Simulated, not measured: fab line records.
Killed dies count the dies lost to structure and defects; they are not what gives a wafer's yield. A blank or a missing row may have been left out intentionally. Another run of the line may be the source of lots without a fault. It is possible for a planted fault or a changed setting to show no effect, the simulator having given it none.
What tool caused it?    flow nand harc    11 lots with 32 wafers sampled at 5 steps, on a route of 1159 steps

== WHAT THE GAUGES READ, wafer by wafer ==
NHARC_P_M1_THK_MEAS_24: measures by xrf. Usual: thk nm reads 157.6 nm (standard deviation 1.6).
lot   measured      on             thk nm (nm)        flag
L739  day 6 14:04   film metro-02  157.3 155.4 157.6  
L742  day 6 20:55   film metro-02  155.6 148.0 155.9  
L747  day 8 02:23   film metro-02  160.9 154.3        
L748  day 8 14:53   film metro-02  160.9 149.6 159.8  
L752  day 9 12:32   film metro-02  155.2 154.8 155.4  
L754  day 10 04:47  film metro-02  157.3 157.4 157.8  
L759  day 10 19:09  film metro-02  156.6 156.9 157.2  
L758  day 10 21:20  film metro-02  159.0 159.4 159.1  
L760  day 11 10:49  film metro-02  156.9 157.0 156.5  
L762  day 11 13:57  film metro-02  161.0 156.7 158.6  
L761  day 11 18:49  film metro-01  159.9 159.1 155.9  

== EACH LOT AND THE TOOL THAT RAN IT (in order: tool; ch and the chambers of the sampled wafers; start) ==
lot   NHARC_P_M0_PRE_CLEAN_31          NHARC_P_M1_DESCUM_14                NHARC_P_M1_ETCH_15                             NHARC_P_M1_CMP_23
L739  pecvd-04 ch 0,2, day 6 09:51     rie diel-03 ch 0,2,3, day 6 11:39   rie diel-03 ch 1,3, day 6 13:49 or earlier     cmp-04 ch 0,1,3, day 6 13:49
L742  pecvd-03 ch 0,2, day 6 17:08     rie diel-10 ch 0,1,2, day 6 18:29   rie diel-10 ch 0,2,3, day 6 20:38 or earlier   cmp-04 ch 0,1,3, day 6 20:38
L747  pecvd-02 ch 1,2, day 7 22:29     rie diel-08 ch 0,2, day 7 23:58     rie diel-08 ch 0,2, day 8 02:06 or earlier     cmp-04 ch 1,3, day 8 02:06
L748  pecvd-02 ch 0,1, day 8 10:57     rie diel-08 ch 0,1,3, day 8 12:28   rie diel-08 ch 0,1,2, day 8 14:34 or earlier   cmp-04 ch 0,2,3, day 8 14:34
L752  pecvd-03 ch 1,2, day 9 08:35     rie diel-03 ch 1,2, day 9 10:08     rie diel-03 ch 0,1, day 9 12:17 or earlier     cmp-02 ch 0,1,2, day 9 12:17
L754  pecvd-03 ch 0,1,2, day 10 00:49  rie diel-10 ch 0,1,3, day 10 02:20  rie diel-10 ch 0,2,3, day 10 04:28 or earlier  cmp-02 ch 1,2,3, day 10 04:28
L759  pecvd-02 ch 0,2, day 10 15:04    rie diel-03 ch 1,2, day 10 16:34    rie diel-03 ch 0,2, day 10 18:50 or earlier    cmp-02 ch 0,1, day 10 18:50
L758  pecvd-02 ch 0,1,2, day 10 17:23  rie diel-10 ch 1,2, day 10 18:55    rie diel-10 ch 1,2, day 10 21:03 or earlier    cmp-01 ch 2,3, day 10 21:03
L760  pecvd-02 ch 0,1, day 11 06:52    rie diel-10 ch 0,3, day 11 08:22    rie diel-10 ch 0,1,3, day 11 10:30 or earlier  cmp-02 ch 1,2, day 11 10:30
L762  pecvd-04 ch 0,1, day 11 10:07    rie diel-03 ch 1,2,3, day 11 11:30  rie diel-03 ch 1,2,3, day 11 13:38 or earlier  cmp-01 ch 0,1,2, day 11 13:38
L761  pecvd-04 ch 0,1, day 11 15:01    rie diel-03 ch 0,2,3, day 11 16:24  rie diel-03 ch 1,3, day 11 18:31 or earlier    cmp-01 ch 1,2, day 11 18:31
- NHARC_P_M0_PRE_CLEAN_31: time 12 s.
- NHARC_P_M1_DESCUM_14: chemistry O2, time 3 s.
- NHARC_P_M1_ETCH_15: etches the open film in C4F8/Ar, target depth 182.5 nm, time 91.2 s.
- NHARC_P_M1_CMP_23: polishes, t overpolish 20 s, target thk 157.82 nm.

== AS READ BY THE TOOLS THEMSELVES (means over the sampled wafers that have a number; for cases with no such wafer, the mark the record gives instead) ==
NHARC_P_M0_PRE_CLEAN_31. Usual: heater power w reads 661 W (standard deviation 75).
lot   tool      heater power w (W)  flag
L739  pecvd-04  610                 
L742  pecvd-03  655                 
L747  pecvd-02  712                 
L748  pecvd-02  697                 
L752  pecvd-03  691                 
L754  pecvd-03  630                 
L759  pecvd-02  673                 
L758  pecvd-02  647                 
L760  pecvd-02  730                 
L762  pecvd-04  597                 
L761  pecvd-04  586                 

NHARC_P_M1_DESCUM_14. Usual: chamber pressure mTorr 59.99 mTorr, standard deviation 0.059; drypump motor current A 5.9 A, standard deviation 0.43; oes product au 0.997 a.u., standard deviation 0.0079; rf vpp V 57.9 V, standard deviation 0.81; showerhead plenum p Torr 1.93 Torr, standard deviation 0.063; throttle valve pct 11.312 %, standard deviation 0.0096.
lot   tool         chamber pressure mTorr (mTorr)  drypump motor current A (A)  oes product au (a.u.)  rf vpp V (V)  showerhead plenum p Torr (Torr)  throttle valve pct (%)  flag
L739  rie diel-03  59.94                           5.9                          1.011                  57.8          1.97                             11.319                  
L742  rie diel-10  59.99                           5.5                          0.993                  57.8          1.88                             11.318                  
L747  rie diel-08  59.97                           5.9                          0.988                  58.0          1.94                             11.314                  
L748  rie diel-08  60.01                           6.3                          0.994                  58.9          1.98                             11.314                  
L752  rie diel-03  60.01                           5.9                          0.997                  57.9          1.92                             11.316                  
L754  rie diel-10  59.97                           5.6                          0.991                  56.9          1.86                             11.303                  
L759  rie diel-03  59.97                           5.5                          1.007                  57.7          1.93                             11.302                  
L758  rie diel-10  60.01                           5.5                          0.999                  57.6          1.86                             11.316                  
L760  rie diel-10  59.98                           5.6                          1.003                  57.7          1.88                             11.323                  
L762  rie diel-03  60.02                           5.9                          0.994                  58.0          1.95                             11.321                  
L761  rie diel-03  60.00                           5.9                          0.994                  57.4          1.97                             11.315                  

NHARC_P_M1_ETCH_15. Usual: chamber pressure mTorr 25.000 mTorr, standard deviation 0.022; oes product au 0.957 a.u., standard deviation 0.018; rf vpp V 441.4 V, standard deviation 2.1.
lot   tool         chamber pressure mTorr (mTorr)  oes product au (a.u.)  rf vpp V (V)  flag
L739  rie diel-03  24.984                          0.966                  442.9         
L742  rie diel-10  24.983                          0.952                  439.8         
L747  rie diel-08  24.971                          0.968                  441.3         
L748  rie diel-08  24.994                          0.973                  440.8         
L752  rie diel-03  25.002                          0.955                  442.0         
L754  rie diel-10  25.016                          0.972                  438.6         
L759  rie diel-03  25.001                          0.966                  441.5         
L758  rie diel-10  25.021                          0.918                  439.9         
L760  rie diel-10  25.006                          0.965                  439.7         
L762  rie diel-03  24.992                          0.916                  441.5         
L761  rie diel-03  24.998                          0.952                  442.3         

NHARC_P_M1_CMP_23. Usual: motor current A 12.1 A, standard deviation 0.86; retaining ring pressure frac 1.000, standard deviation 0.0053; time to endpoint s 28.2 s, standard deviation 2.3.
lot   tool    motor current A (A)  retaining ring pressure frac  time to endpoint s (s)  flag
L739  cmp-04  12.8                 0.999                         26.4                    
L742  cmp-04  12.6                 0.998                         23.0                    
L747  cmp-04  12.7                 0.999                         23.3                    
L748  cmp-04  11.8                 0.998                         24.3                    
L752  cmp-02  12.6                 1.000                         27.0                    
L754  cmp-02  11.5                 1.004                         24.7                    
L759  cmp-02  12.9                 0.998                         28.7                    
L758  cmp-01  12.1                 1.006                         30.9                    
L760  cmp-02  11.1                 0.999                         29.3                    
L762  cmp-01  11.9                 0.998                         27.6                    
L761  cmp-01  12.4                 1.001                         32.8                    

== THE ANSWER, worked out from the rows above alone ==
Rule: lot off if the mean of its wafers having a number is beyond 3 standard deviations from the usual mean. A lot without any number at a reading at which 4 lots or more have one is off too. The other lots that the step has rows for count as sound. First the gauges in route order, then the tools' own readings, where a lot's mean is used as printed above. The first step at which some lot is off is used, and at that step the reading that is off furthest; a lot without a number counts as furthest.
No lot is off at any reading shown: from this, nothing can be told.

== WHAT WAS PUT IN BY THE SIMULATOR ==
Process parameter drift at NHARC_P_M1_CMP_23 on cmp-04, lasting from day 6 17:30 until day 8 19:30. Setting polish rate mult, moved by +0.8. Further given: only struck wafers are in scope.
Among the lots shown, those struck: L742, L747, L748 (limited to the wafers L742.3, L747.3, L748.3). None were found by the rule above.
